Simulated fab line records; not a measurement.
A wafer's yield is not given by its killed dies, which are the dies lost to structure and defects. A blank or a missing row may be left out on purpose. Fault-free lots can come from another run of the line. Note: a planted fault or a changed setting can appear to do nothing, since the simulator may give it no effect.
fab line records	flow nandHarc
[record] lots = 13	wafers = 39	lastDay = 24
route steps=1159 shown P_GATE@170 END@1159
lots that met no fault: taken from a fault-free run of the same line
startH: hours from the record's first day to the start of the lot's first wafer shown	waitH: hours since the lot's step before	" same as the row above	L1.1+2: one row covering several wafers at once	- no value present, or no start provided	* or withheld: withheld	< > ~ a bound
route shown NAME@n: a module of which the file shows steps, and the number in the route of the first	usual: the fault-free wafers' mean and standard deviation	same: alike in all rows	chamber/n: place in a boat	sites: readings site by site	_std_site: the values' standard deviation	_edge_site: the outer-site mean with the inner-site mean subtracted	radiusMm: how far each site lies from the wafer's centre	mask NAME#n: copy n	behind: the tool/chamber that last shaped the wafer	hold: why the lot went on hold/how many hours it stayed there/how the hold came to an end	device: the n, p or np transistor that did not switch	end of line: at the end of the route, the tests of the same wafers	for a step that has no rows: nothing shown but its recipe	killed: not the wafer's yield, but the dies lost to structure and defects at the first sort	map: shows each die of a wafer: x if killed, . if not, _ if none is there
set.NAME: the setting the step ran with; set.NAME@STEP: the setting that earlier step ran with	model.NAME: the simulator's own value behind a step, which no gauge read
the route's steps for a sample of lots (tables are steps, rows are wafers)
services: a tool's chamber out of use, with start hour (startH, from the record's first day; less than 0 if before it), hours out, and reason
[[steps]]
[step NHARC_P_GATE_CD_MEAS_46]
[recipe] targetCdNm = 720	landingEnergyEv = 500
[usual] cdNm = 719.9/1.6
[same] landingEnergyEv = 500
lot.wafer	tool	chamber	startH	waitH	cdNm
L879.1	cdSem-01	0	105.54	-	720.7
L879.2	"	0	"	"	721.2
L879.4	"	0	"	"	719.1
L880.2	cdSem-02	0	117.57	-	719.5
L880.4	"	0	"	"	720.1
L880.6	"	0	"	"	719.5
L882.1	cdSem-02	0	127.86	-	718.2
L882.2	"	0	"	"	716.6
L882.6	"	0	"	"	715.9
L883.1	cdSem-03	0	128.28	-	717.8
L883.2	"	0	"	"	720.5
L883.3	"	0	"	"	719.1
L884.2	cdSem-03	0	144.56	-	720.8
L884.5	"	0	"	"	719.5
L884.6	"	0	"	"	721.8
L887.4	cdSem-03	0	160.18	-	720.6
L887.5	"	0	"	"	721.6
L887.6	"	0	"	"	719.6
L890.2	cdSem-03	0	179.17	-	718.6
L890.5	"	0	"	"	720.6
L890.6	"	0	"	"	718.7
L897.1	cdSem-02	0	216.56	-	718.7
L897.2	"	0	"	"	720.6
L897.4	"	0	"	"	721.4
L896.1	cdSem-02	0	216.76	-	718.1
L896.5	"	0	"	"	717.1
L896.6	"	0	"	"	718.2
L899.1	cdSem-03	0	222.81	-	720.5
L899.5	"	0	"	"	720.9
L899.6	"	0	"	"	720.4
L898.2	cdSem-02	0	223.85	-	716.2
L898.3	"	0	"	"	718.3
L898.6	"	0	"	"	716.6
L900.3	cdSem-02	0	232.69	-	720.0
L900.4	"	0	"	"	720.5
L900.6	"	0	"	"	720.1
L901.3	cdSem-02	0	232.98	-	721.6
L901.5	"	0	"	"	719.6
L901.6	"	0	"	"	720.7
[step NHARC_P_GATE_CD_MEAS_59]
[recipe] targetCdNm = 720	landingEnergyEv = 500
[usual] cdNm = 720.1/1.3
[same] landingEnergyEv = 500
lot.wafer	tool	chamber	startH	waitH	cdNm
L879.1	cdSem-02	0	107.39	-	718.5
L879.2	"	0	"	"	718.1
L879.4	"	0	"	"	719.6
L880.2	cdSem-02	0	119.34	-	719.5
L880.4	"	0	"	"	722.1
L880.6	"	0	"	"	720.4
L882.1	cdSem-02	0	129.64	-	720.4
L882.2	"	0	"	"	719.1
L882.6	"	0	"	"	721.8
L883.1	cdSem-02	0	130.17	-	721.8
L883.2	"	0	"	"	720.2
L883.3	"	0	"	"	719.7
L884.2	cdSem-01	0	146.34	-	718.2
L884.5	"	0	"	"	719.7
L884.6	"	0	"	"	719.7
L887.4	cdSem-02	0	161.99	-	720.6
L887.5	"	0	"	"	719.7
L887.6	"	0	"	"	719.4
L890.2	cdSem-01	0	181.03	-	719.4
L890.5	"	0	"	"	719.1
L890.6	"	0	"	"	717.5
L897.1	cdSem-03	0	218.19	-	720.5
L897.2	"	0	"	"	722.6
L897.4	"	0	"	"	719.6
L896.1	cdSem-03	0	218.70	-	720.7
L896.5	"	0	"	"	720.8
L896.6	"	0	"	"	721.5
L899.1	cdSem-02	0	224.60	-	722.5
L899.5	"	0	"	"	721.7
L899.6	"	0	"	"	721.9
L898.2	cdSem-02	0	225.49	-	719.9
L898.3	"	0	"	"	720.7
L898.6	"	0	"	"	721.9
L900.3	cdSem-03	0	234.46	-	721.6
L900.4	"	0	"	"	718.5
L900.6	"	0	"	"	718.1
L901.3	cdSem-03	0	234.76	-	719.1
L901.5	"	0	"	"	720.3
L901.6	"	0	"	"	719.8
[step NHARC_P_GATE_EXPOSE_88]
[recipe] na = 0.6	targetCdNm = 2000	doseMj = 11.87	maskId = P_HVN
[usual] stageVelMmS = 500.05/0.25
[same] na = 0.6
lot.wafer	tool	chamber	startH	waitH	mask	stageVelMmS
L879.1	krfScanner-01	0	108.91	-	P_HVN#0	499.75
L879.2	"	0	"	"	P_HVN#0	499.81
L879.4	"	0	"	"	P_HVN#0	499.91
L880.2	krfScanner-01	0	120.94	-	P_HVN#0	500.10
L880.4	"	0	"	"	P_HVN#0	499.98
L880.6	"	0	"	"	P_HVN#0	500.28
L882.1	krfScanner-01	0	131.10	-	P_HVN#0	500.07
L882.2	"	0	"	"	P_HVN#0	500.02
L882.6	"	0	"	"	P_HVN#0	500.19
L883.1	krfScanner-01	0	131.76	-	P_HVN#0	500.15
L883.2	"	0	"	"	P_HVN#0	500.08
L883.3	"	0	"	"	P_HVN#0	500.06
L884.2	krfScanner-04	0	147.90	-	P_HVN#0	500.29
L884.5	"	0	"	"	P_HVN#0	500.28
L884.6	"	0	"	"	P_HVN#0	500.09
L887.4	krfScanner-04	0	163.62	-	P_PSD#0	500.06
L887.5	"	0	"	"	P_PSD#0	500.24
L887.6	"	0	"	"	P_PSD#0	500.38
L890.2	krfScanner-01	0	182.46	-	P_HVN#0	500.06
L890.5	"	0	"	"	P_HVN#0	500.02
L890.6	"	0	"	"	P_HVN#0	500.09
L897.1	krfScanner-04	0	219.80	-	P_HVN#0	500.11
L897.2	"	0	"	"	P_HVN#0	499.63
L897.4	"	0	"	"	P_HVN#0	499.80
L896.1	krfScanner-03	0	220.24	-	P_HVN#0	500.02
L896.5	"	0	"	"	P_HVN#0	500.51
L896.6	"	0	"	"	P_HVN#0	500.07
L899.1	krfScanner-03	0	226.03	-	P_HVN#0	500.05
L899.5	"	0	"	"	P_HVN#0	500.21
L899.6	"	0	"	"	P_HVN#0	499.92
L898.2	krfScanner-03	0	227.24	-	P_HVN#0	500.91
L898.3	"	0	"	"	P_HVN#0	500.31
L898.6	"	0	"	"	P_HVN#0	500.55
L900.3	krfScanner-01	0	236.01	-	P_HVN#0	499.77
L900.4	"	0	"	"	P_HVN#0	499.77
L900.6	"	0	"	"	P_HVN#0	499.84
L901.3	krfScanner-03	0	236.33	-	P_HVN#0	499.61
L901.5	"	0	"	"	P_HVN#0	499.58
L901.6	"	0	"	"	P_HVN#0	499.56
[step NHARC_P_GATE_CD_MEAS_91]
[recipe] targetCdNm = 2000	landingEnergyEv = 500
[usual] cdNm = 1999.7/1.4
[same] landingEnergyEv = 500
lot.wafer	tool	chamber	startH	waitH	cdNm
L879.1	cdSem-01	0	109.07	-	1999.7
L879.2	"	0	"	"	2001.2
L879.4	"	0	"	"	2000.6
L880.2	cdSem-01	0	121.09	-	2000.5
L880.4	"	0	"	"	1999.3
L880.6	"	0	"	"	1999.1
L882.1	cdSem-03	0	131.26	-	2000.7
L882.2	"	0	"	"	1996.4
L882.6	"	0	"	"	1999.9
L883.1	cdSem-02	0	131.91	-	1999.4
L883.2	"	0	"	"	1999.6
L883.3	"	0	"	"	1998.9
L884.2	cdSem-03	0	148.06	-	2000.3
L884.5	"	0	"	"	1999.2
L884.6	"	0	"	"	1999.2
L887.4	cdSem-02	0	163.77	-	-
L887.5	"	0	"	"	-
L887.6	"	0	"	"	-
L890.2	cdSem-02	0	182.62	-	1999.5
L890.5	"	0	"	"	1999.6
L890.6	"	0	"	"	1999.2
L897.1	cdSem-02	0	219.96	-	2001.4
L897.2	"	0	"	"	1998.9
L897.4	"	0	"	"	1998.4
L896.1	cdSem-03	0	220.40	-	2000.6
L896.5	"	0	"	"	2001.8
L896.6	"	0	"	"	2000.7
L899.1	cdSem-02	0	226.19	-	1997.9
L899.5	"	0	"	"	1996.7
L899.6	"	0	"	"	2000.4
L898.2	cdSem-03	0	227.40	-	1999.3
L898.3	"	0	"	"	2000.0
L898.6	"	0	"	"	2002.0
L900.3	cdSem-03	0	236.16	-	2000.9
L900.4	"	0	"	"	1998.4
L900.6	"	0	"	"	2001.2
L901.3	cdSem-03	0	236.48	-	2000.1
L901.5	"	0	"	"	2000.7
L901.6	"	0	"	"	1999.0
[step NHARC_P_GATE_RTA_82]
[recipe] tempC = 450	timeS = 30
[usual] lampPowerPct = 3.8/0.33	wafer_temp_C_max = 453.3/0.65
lot.wafer	tool	chamber	startH	waitH	lampPowerPct	wafer_temp_C_max
L879.1	rtpAnneal-02	0	111.93	-	4.0	453.4
L879.2	"	0	"	"	4.0	453.5
L879.4	"	0	"	"	4.0	455.0
L880.2	rtpAnneal-02	0	124.00	-	4.0	453.4
L880.4	"	0	"	"	4.0	454.0
L880.6	"	0	"	"	4.0	453.0
L882.1	rtpAnneal-02	0	134.27	-	4.0	452.8
L882.2	"	0	"	"	4.0	453.6
L882.6	"	0	"	"	4.0	453.5
L883.1	rtpAnneal-02	0	134.78	-	4.0	452.9
L883.2	"	0	"	"	4.0	453.1
L883.3	"	0	"	"	4.0	453.2
L884.2	rtpAnneal-02	0	151.07	-	4.0	454.7
L884.5	"	0	"	"	4.0	454.1
L884.6	"	0	"	"	4.0	453.4
L887.4	rtpAnneal-01	0	166.75	-	3.3	453.7
L887.5	"	0	"	"	3.3	453.1
L887.6	"	0	"	"	3.3	453.5
L890.2	rtpAnneal-02	0	186.04	-	4.0	452.9
L890.5	"	0	"	"	4.0	452.8
L890.6	"	0	"	"	4.0	452.4
L897.1	rtpAnneal-01	0	224.02	-	3.3	452.1
L897.2	"	0	"	"	3.3	453.3
L897.4	"	0	"	"	3.3	453.4
L896.1	rtpAnneal-02	0	224.11	-	4.0	453.3
L896.5	"	0	"	"	4.0	455.1
L896.6	"	0	"	"	4.0	453.2
L899.1	rtpAnneal-01	0	229.37	-	3.3	452.7
L899.5	"	0	"	"	3.3	453.9
L899.6	"	0	"	"	3.3	453.5
L898.2	rtpAnneal-01	0	230.76	-	3.3	452.2
L898.3	"	0	"	"	3.3	452.4
L898.6	"	0	"	"	3.3	452.1
L900.3	rtpAnneal-02	0	239.12	-	4.0	454.4
L900.4	"	0	"	"	4.0	453.8
L900.6	"	0	"	"	4.0	453.8
L901.3	rtpAnneal-01	0	239.42	-	3.3	452.0
L901.5	"	0	"	"	3.3	452.6
L901.6	"	0	"	"	3.3	452.6
[step NHARC_END_SORT_01]
[recipe] tempC = 25
[usual] killedAtArray = 31/12	killedAtOther = 0.6/0.85	killedAtPeriphery = 3.0/2.3	killedDies = 35/12	killedOpen = 3.2/1.9	killedShort = 1.8/1.4
[same] grossDies = 677
lot.wafer	tool	chamber	startH	waitH	hold	killedAtArray	killedAtOther	killedAtPeriphery	killedDies	killedOpen	killedShort
L883.1	prober-01	0	445.59	2.5	-	11	0	5	16	3	2
L883.2	prober-01	0	446.39	2.8	-	16	0	2	18	3	2
L883.3	prober-01	0	447.19	3.1	-	7	0	3	10	1	4
L882.1	prober-02	0	453.39	2.5	-	39	0	2	41	3	3
L882.2	prober-02	0	454.21	2.8	-	30	0	1	31	3	1
L882.6	prober-02	0	457.49	4.1	-	30	0	1	31	1	3
L879.1	prober-01	0	453.44	2.5	-	17	1	8	26	5	2
L879.2	prober-01	0	454.25	2.8	-	14	2	7	23	4	3
L879.4	prober-01	0	455.86	3.4	-	28	0	8	36	5	3
L880.2	prober-01	0	462.04	2.8	-	35	0	2	37	2	0
L880.4	prober-01	0	463.61	3.4	-	29	0	3	32	4	2
L880.6	prober-01	0	465.19	3.9	-	48	0	1	49	3	2
L884.2	prober-02	0	473.34	2.8	-	22	1	6	29	3	2
L884.5	prober-02	0	475.73	3.7	-	17	0	5	22	7	1
L884.6	prober-02	0	476.52	4.0	-	15	2	3	20	2	2
L887.4	prober-01	0	503.30	3.4	awaitDispo/5.7h/scrap	34	0	643	677	4	2
L887.5	prober-01	0	504.09	3.7	awaitDispo/5.7h/scrap	40	1	636	677	2	1
L887.6	prober-01	0	504.89	4.0	awaitDispo/5.7h/scrap	32	0	645	677	4	0
L890.2	prober-02	0	509.53	2.8	-	20	2	4	26	9	1
L890.5	prober-02	0	511.87	3.6	-	16	0	1	17	0	1
L890.6	prober-02	0	512.65	3.9	-	15	0	4	19	3	2
L898.2	prober-01	0	552.35	2.8	-	42	0	7	49	6	3
L898.3	prober-01	0	553.15	3.1	-	36	0	3	39	4	0
L898.6	prober-01	0	555.54	4.0	-	26	1	4	31	6	1
L897.1	prober-02	0	557.16	2.5	-	15	0	5	20	2	1
L897.2	prober-02	0	557.95	2.8	-	9	0	2	11	2	1
L897.4	prober-02	0	559.53	3.4	-	23	1	7	31	5	6
L899.1	prober-01	0	559.34	2.5	-	53	0	4	57	3	4
L899.5	prober-01	0	562.53	3.7	-	64	0	1	65	1	1
L899.6	prober-01	0	563.33	4.0	-	48	0	1	49	2	1
L896.1	prober-02	0	564.92	2.5	-	29	0	5	34	1	2
L896.5	prober-02	0	568.10	3.7	-	27	0	10	37	2	2
L896.6	prober-02	0	568.90	4.0	-	33	0	5	38	6	3
L901.3	prober-02	0	575.62	3.1	-	26	0	2	28	5	0
L901.5	prober-02	0	577.22	3.7	-	22	0	0	22	1	2
L901.6	prober-02	0	578.02	4.0	-	20	2	3	25	7	2
L900.3	prober-01	0	583.70	3.1	-	41	3	4	48	4	1
L900.4	prober-01	0	584.49	3.4	-	31	2	6	39	5	0
L900.6	prober-01	0	586.07	4.0	-	31	1	4	36	4	0
// killed by level:class
L883.1 A_CHANNEL_HOLE_D1:chamberFilmFlake=3 P_ZERO_WELL:chamberFilmFlake=2 A_SLIT:chamberFilmFlake=2 A_CONTACT:chamberFilmFlake=2 P_CONTACT:geometricParticle:open=1 P_M2:geometricParticle:open=1 A_SOURCE_PLATE:geometricParticle:open=1 A_CHANNEL_FILL_D1:geometricParticle:short=1
L883.2 A_CONTACT:chamberFilmFlake=5 A_STAIRCASE:chamberFilmFlake=3 A_CHANNEL_HOLE_D1:chamberFilmFlake=2 P_ZERO_WELL:geometricParticle:open=1 A_CHANNEL_FILL_D1:geometricParticle:short=1 A_SGD_CUT:geometricParticle:short=1 A_WL_FILL:geometricParticle:open=1 A_M1:geometricParticle:open=1
L883.3 P_M0:geometricParticle:short=2 A_CONTACT:chamberFilmFlake=2 P_CONTACT:geometricParticle:open=1 A_SOURCE_PLATE:geometricParticle:short=1 A_SGD_CUT:geometricParticle:short=1 A_ZERO_WELL:chamberFilmFlake=1 A_CHANNEL_HOLE_D1:chamberFilmFlake=1 A_CHANNEL_FILL_D1:chamberFilmFlake=1
L882.1 A_CHANNEL_HOLE_D1:chamberFilmFlake=17 A_SLIT:chamberFilmFlake=10 A_CONTACT:chamberFilmFlake=4 A_STAIRCASE:chamberFilmFlake=3 P_CONTACT:geometricParticle:short=1 A_SOURCE_PLATE:geometricParticle:open=1 A_ONON_D1:geometricParticle:short=1 A_CHANNEL_FILL_D1:geometricParticle:open=1
L879.1 A_SLIT:chamberFilmFlake=7 P_M0:chamberFilmFlake=4 A_BLC:geometricParticle:open=2 A_CHANNEL_HOLE_D1:chamberFilmFlake=2 A_BLC:chamberFilmFlake=2 P_M0:geometricParticle:open=1 A_ONON_D1:geometricParticle:short=1 A_SGD_CUT:geometricParticle:open=1
L882.2 A_CHANNEL_HOLE_D1:chamberFilmFlake=13 A_SLIT:chamberFilmFlake=8 A_STAIRCASE:chamberFilmFlake=5 P_CONTACT:geometricParticle:open=1 A_SGD_CUT:geometricParticle:short=1 A_BLC:geometricParticle:open=1 A_M0:geometricParticle:open=1 A_CONTACT:chamberFilmFlake=1
L879.2 A_SLIT:chamberFilmFlake=6 P_BONDPAD:chamberFilmFlake=3 P_M0:chamberFilmFlake=2 THIN_TSV:chamberFilmFlake=2 P_CONTACT:geometricParticle:open=1 P_M0:geometricParticle:open=1 A_ONON_D1:geometricParticle:open=1 A_CHANNEL_FILL_D1:geometricParticle:short=1
L879.4 A_SLIT:chamberFilmFlake=15 A_STAIRCASE:chamberFilmFlake=4 P_M0:chamberFilmFlake=3 A_BLC:chamberFilmFlake=3 P_CONTACT:geometricParticle:open=2 P_GATE:geometricParticle:open=1 P_CONTACT:geometricParticle:short=1 A_ONON_D1:geometricParticle:short=1
L882.6 A_SLIT:chamberFilmFlake=13 A_CHANNEL_HOLE_D1:chamberFilmFlake=11 A_STAIRCASE:chamberFilmFlake=2 P_M1:geometricParticle:short=1 A_ONON_D1:geometricParticle:open=1 A_CHANNEL_FILL_D1:geometricParticle:short=1 A_CONTACT:geometricParticle:short=1 A_CONTACT:chamberFilmFlake=1
L880.2 A_CHANNEL_HOLE_D1:chamberFilmFlake=18 A_SLIT:chamberFilmFlake=9 A_STAIRCASE:chamberFilmFlake=5 P_M0:geometricParticle:open=1 A_CHANNEL_FILL_D1:geometricParticle:open=1 P_ZERO_WELL:chamberFilmFlake=1 A_CONTACT:chamberFilmFlake=1 A_BLC:chamberFilmFlake=1
L880.4 A_CHANNEL_HOLE_D1:chamberFilmFlake=12 A_SLIT:chamberFilmFlake=10 A_STAIRCASE:chamberFilmFlake=3 P_GATE:geometricParticle:open=1 P_CONTACT:geometricParticle:open=1 A_ONON_D1:geometricParticle:open=1 A_SGD_CUT:geometricParticle:short=1 A_CONTACT:geometricParticle:short=1
L880.6 A_SLIT:chamberFilmFlake=19 A_CHANNEL_HOLE_D1:chamberFilmFlake=10 A_STAIRCASE:chamberFilmFlake=8 A_CONTACT:chamberFilmFlake=4 P_M2:geometricParticle:short=1 A_CHANNEL_FILL_D1:geometricParticle:short=1 A_CHANNEL_FILL_D1:geometricParticle:open=1 A_CONTACT:geometricParticle:open=1
L884.2 A_STAIRCASE:chamberFilmFlake=8 A_CHANNEL_HOLE_D1:chamberFilmFlake=3 A_SLIT:chamberFilmFlake=3 A_CONTACT:chamberFilmFlake=3 P_GATE:chamberFilmFlake=2 P_M2:chamberFilmFlake=2 A_WL_FILL:chamberFilmFlake=2 P_STI:geometricParticle:short=1
L884.5 A_STAIRCASE:chamberFilmFlake=4 A_CONTACT:chamberFilmFlake=4 A_M0:geometricParticle:open=2 P_M2:chamberFilmFlake=2 P_CONTACT:geometricParticle:open=1 A_SOURCE_PLATE:geometricParticle:short=1 A_ONON_D1:geometricParticle:open=1 A_CONTACT:geometricParticle:open=1
L884.6 A_CHANNEL_HOLE_D1:chamberFilmFlake=6 A_STAIRCASE:chamberFilmFlake=4 A_SLIT:chamberFilmFlake=2 THIN_TSV:chamberFilmFlake=2 P_GATE:geometricParticle:short=1 P_M0:geometricParticle:open=1 A_CONTACT:geometricParticle:short=1 A_BLC:geometricParticle:open=1
L887.4 P_GATE:areaExpose=641 A_SLIT:chamberFilmFlake=13 A_CHANNEL_HOLE_D1:chamberFilmFlake=9 A_STAIRCASE:chamberFilmFlake=3 A_CONTACT:chamberFilmFlake=3 P_M2:geometricParticle:open=1 A_CHANNEL_FILL_D1:geometricParticle:open=1 A_SGD_CUT:geometricParticle:open=1
L887.5 P_GATE:areaExpose=633 A_CHANNEL_HOLE_D1:chamberFilmFlake=16 A_SLIT:chamberFilmFlake=16 A_CONTACT:chamberFilmFlake=3 A_STAIRCASE:chamberFilmFlake=2 P_CONTACT:geometricParticle:open=1 A_ONON_D1:geometricParticle:open=1 A_CONTACT:geometricParticle:short=1
L887.6 P_GATE:areaExpose=643 A_SLIT:chamberFilmFlake=12 A_CHANNEL_HOLE_D1:chamberFilmFlake=9 A_STAIRCASE:chamberFilmFlake=4 A_CONTACT:geometricParticle:open=2 P_ZERO_WELL:chamberFilmFlake=2 A_WL_FILL:chamberFilmFlake=2 A_WL_FILL:geometricParticle:open=1
L890.2 A_CHANNEL_HOLE_D1:chamberFilmFlake=7 A_CONTACT:chamberFilmFlake=6 P_CONTACT:geometricParticle:open=2 A_CONTACT:geometricParticle:open=2 A_STAIRCASE:chamberFilmFlake=2 P_CONTACT:geometricParticle:short=1 P_M1:geometricParticle:open=1 A_ONON_D1:geometricParticle:open=1
L890.5 A_CONTACT:chamberFilmFlake=12 A_STAIRCASE:chamberFilmFlake=2 A_WL_FILL:geometricParticle:short=1 P_STI:chamberFilmFlake=1 A_CHANNEL_HOLE_D1:chamberFilmFlake=1
L890.6 A_CONTACT:chamberFilmFlake=5 A_STAIRCASE:chamberFilmFlake=4 A_CONTACT:geometricParticle:open=2 A_CHANNEL_HOLE_D1:chamberFilmFlake=2 P_M0:geometricParticle:open=1 P_M2:geometricParticle:short=1 A_BLC:geometricParticle:short=1 P_GATE:chamberFilmFlake=1
L898.2 A_CHANNEL_HOLE_D1:chamberFilmFlake=16 A_SLIT:chamberFilmFlake=16 A_CONTACT:chamberFilmFlake=4 P_M0:chamberFilmFlake=3 A_ONON_D1:geometricParticle:open=2 A_M0:geometricParticle:open=2 P_GATE:geometricParticle:open=1 P_M0:geometricParticle:short=1
L898.3 A_SLIT:chamberFilmFlake=18 A_CHANNEL_HOLE_D1:chamberFilmFlake=7 A_CONTACT:chamberFilmFlake=6 P_CONTACT:geometricParticle:open=2 A_STAIRCASE:chamberFilmFlake=2 A_ONON_D1:geometricParticle:open=1 A_CONTACT:geometricParticle:open=1 P_STI:chamberFilmFlake=1
L898.6 A_SLIT:chamberFilmFlake=11 A_CHANNEL_HOLE_D1:chamberFilmFlake=7 A_CONTACT:geometricParticle:open=3 P_M0:chamberFilmFlake=3 P_CONTACT:geometricParticle:open=1 A_WL_FILL:geometricParticle:open=1 A_M0:geometricParticle:open=1 STARTING-WAFER:geometricParticle:short=1
L897.1 A_CHANNEL_HOLE_D1:chamberFilmFlake=7 P_CONTACT:chamberFilmFlake=5 A_CHANNEL_FILL_D1:chamberFilmFlake=2 A_ONON_D1:geometricParticle:open=1 A_M0:geometricParticle:open=1 A_M1:geometricParticle:short=1 A_ZERO_WELL:chamberFilmFlake=1 A_WL_FILL:chamberFilmFlake=1
L897.2 A_CHANNEL_HOLE_D1:chamberFilmFlake=4 A_STAIRCASE:chamberFilmFlake=2 P_M2:geometricParticle:open=1 A_CHANNEL_HOLE_D1:geometricParticle:open=1 A_M1:geometricParticle:short=1 P_CONTACT:chamberFilmFlake=1 A_WL_FILL:chamberFilmFlake=1
L899.1 A_SLIT:chamberFilmFlake=20 A_CHANNEL_HOLE_D1:chamberFilmFlake=13 A_CONTACT:chamberFilmFlake=7 A_BONDPAD:chamberFilmFlake=4 A_STAIRCASE:chamberFilmFlake=3 P_GATE:chamberFilmFlake=2 P_M1:geometricParticle:short=1 P_M1:geometricParticle:open=1
L897.4 A_CHANNEL_HOLE_D1:chamberFilmFlake=10 P_CONTACT:chamberFilmFlake=5 A_CHANNEL_FILL_D1:geometricParticle:short=2 A_WL_FILL:geometricParticle:open=2 P_CONTACT:geometricParticle:short=1 P_M1:geometricParticle:open=1 A_SOURCE_PLATE:geometricParticle:open=1 A_STAIRCASE:geometricParticle:short=1
L899.5 A_CHANNEL_HOLE_D1:chamberFilmFlake=28 A_SLIT:chamberFilmFlake=23 A_STAIRCASE:chamberFilmFlake=5 A_CONTACT:chamberFilmFlake=3 A_CHANNEL_FILL_D1:chamberFilmFlake=2 A_BONDPAD:chamberFilmFlake=2 P_CONTACT:geometricParticle:short=1 A_CONTACT:geometricParticle:open=1
L899.6 A_SLIT:chamberFilmFlake=19 A_CHANNEL_HOLE_D1:chamberFilmFlake=15 A_CONTACT:chamberFilmFlake=4 A_CHANNEL_FILL_D1:chamberFilmFlake=3 A_STAIRCASE:chamberFilmFlake=2 A_WL_FILL:geometricParticle:open=1 A_CONTACT:geometricParticle:short=1 A_CONTACT:geometricParticle:open=1
L896.1 A_CHANNEL_HOLE_D1:chamberFilmFlake=21 P_STI:chamberFilmFlake=3 A_CONTACT:chamberFilmFlake=3 A_SOURCE_PLATE:geometricParticle:short=1 A_CONTACT:geometricParticle:open=1 A_M1:geometricParticle:short=1 P_ZERO_WELL:chamberFilmFlake=1 P_CONTACT:chamberFilmFlake=1
L896.5 A_CHANNEL_HOLE_D1:chamberFilmFlake=18 A_CONTACT:chamberFilmFlake=7 P_CONTACT:chamberFilmFlake=6 P_CONTACT:geometricParticle:short=2 P_ZERO_WELL:chamberFilmFlake=2 A_ONON_D1:geometricParticle:open=1 A_CHANNEL_FILL_D1:geometricParticle:open=1
L896.6 A_CHANNEL_HOLE_D1:chamberFilmFlake=18 A_CONTACT:chamberFilmFlake=5 A_CHANNEL_FILL_D1:geometricParticle:short=2 A_M0:geometricParticle:open=2 P_STI:chamberFilmFlake=2 P_CONTACT:chamberFilmFlake=2 P_CONTACT:geometricParticle:open=1 A_ONON_D1:geometricParticle:open=1
L901.3 A_CHANNEL_HOLE_D1:chamberFilmFlake=12 A_CONTACT:chamberFilmFlake=5 A_ZERO_WELL:chamberFilmFlake=3 P_M0:geometricParticle:open=1 A_CHANNEL_FILL_D1:geometricParticle:open=1 A_CONTACT:geometricParticle:open=1 A_BLC:geometricParticle:open=1 A_M1:geometricParticle:open=1
L901.5 A_CHANNEL_HOLE_D1:chamberFilmFlake=13 A_CONTACT:chamberFilmFlake=4 A_ONON_D1:geometricParticle:short=2 A_WL_FILL:chamberFilmFlake=2 A_ONON_D1:geometricParticle:open=1
L901.6 A_CHANNEL_HOLE_D1:chamberFilmFlake=10 A_CONTACT:geometricParticle:open=3 P_GATE:chamberFilmFlake=2 THIN_TSV:chamberFilmFlake=2 P_M0:geometricParticle:open=1 A_CHANNEL_FILL_D1:geometricParticle:short=1 A_CHANNEL_FILL_D1:geometricParticle:open=1 A_SGD_CUT:geometricParticle:open=1
L900.3 A_SLIT:chamberFilmFlake=22 A_CHANNEL_HOLE_D1:chamberFilmFlake=5 A_M1:chamberFilmFlake=5 A_CONTACT:chamberFilmFlake=3 P_GATE:chamberFilmFlake=2 A_STAIRCASE:chamberFilmFlake=2 THIN_TSV:chamberFilmFlake=2 A_ONON_D1:geometricParticle:open=1
L900.4 A_SLIT:chamberFilmFlake=19 A_CHANNEL_HOLE_D1:chamberFilmFlake=6 P_STI:chamberFilmFlake=3 A_M1:chamberFilmFlake=3 P_M0:geometricParticle:open=2 A_CONTACT:chamberFilmFlake=2 P_CONTACT:geometricParticle:open=1 A_WL_FILL:geometricParticle:open=1
L900.6 A_SLIT:chamberFilmFlake=16 A_M1:chamberFilmFlake=5 A_CHANNEL_HOLE_D1:chamberFilmFlake=4 A_CONTACT:chamberFilmFlake=3 P_CONTACT:geometricParticle:open=1 P_M2:geometricParticle:open=1 A_CHANNEL_FILL_D1:geometricParticle:open=1 A_CONTACT:geometricParticle:open=1
[[services]]
tool	chamber	startH	hours	kind
krfScanner-01	-	85.31	4.0	pm
krfScanner-04	-	101.39	17.0	repair
krfScanner-04	-	126.00	4.0	pm
krfScanner-01	-	134.36	1.0	repair
krfScanner-04	0	136.53	-	calibration
krfScanner-03	-	153.83	0.2	repair
krfScanner-03	-	168.00	4.0	pm
krfScanner-04	-	187.06	0.3	repair
[[key]]
[firstSign] step = NHARC_P_GATE_EXPOSE_88	reading = mask	direction = changed
[effect] step = NHARC_P_GATE_CD_MEAS_91	reading = cdNm	direction = missing
[effect] step = NHARC_END_SORT_01	reading = killedAtPeriphery	direction = up	sigmas = 99+	usual = 3.0	struck = 641.3
[moreKillsBornAt] NHARC_P_GATE_EXPOSE_88@krfScanner-04 = 1917
metAt NHARC_P_GATE_EXPOSE_88
struckLots L887
laterRowsLeftOut L887.4,L887.5,L887.6
testerLeftOut L887
notActingAt NHARC_P_GATE_CD_MEAS_46,NHARC_P_GATE_CD_MEAS_59,NHARC_P_GATE_RTA_82
onsetBetween 147.90 163.62
[fault] kind = wrongMask	tool = any	chamber = -	onsetH = 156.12	steps = NHARC_P_GATE_EXPOSE_88	auxCopy = P_PSD#0	scope = struckLotsOnly
// testerLeftOut: of these lots the tester's yield and bins aren't shown, on N5 and GAA mostly nor the transistor test; their killed dies are dies lost to structure and defects alone, not to doping, threshold or leakage, so they don't give the yield
// laterRowsLeftOut: the simulator's readings of these wafers behind a module that went badly wrong aren't trusted and aren't shown, but for the sort
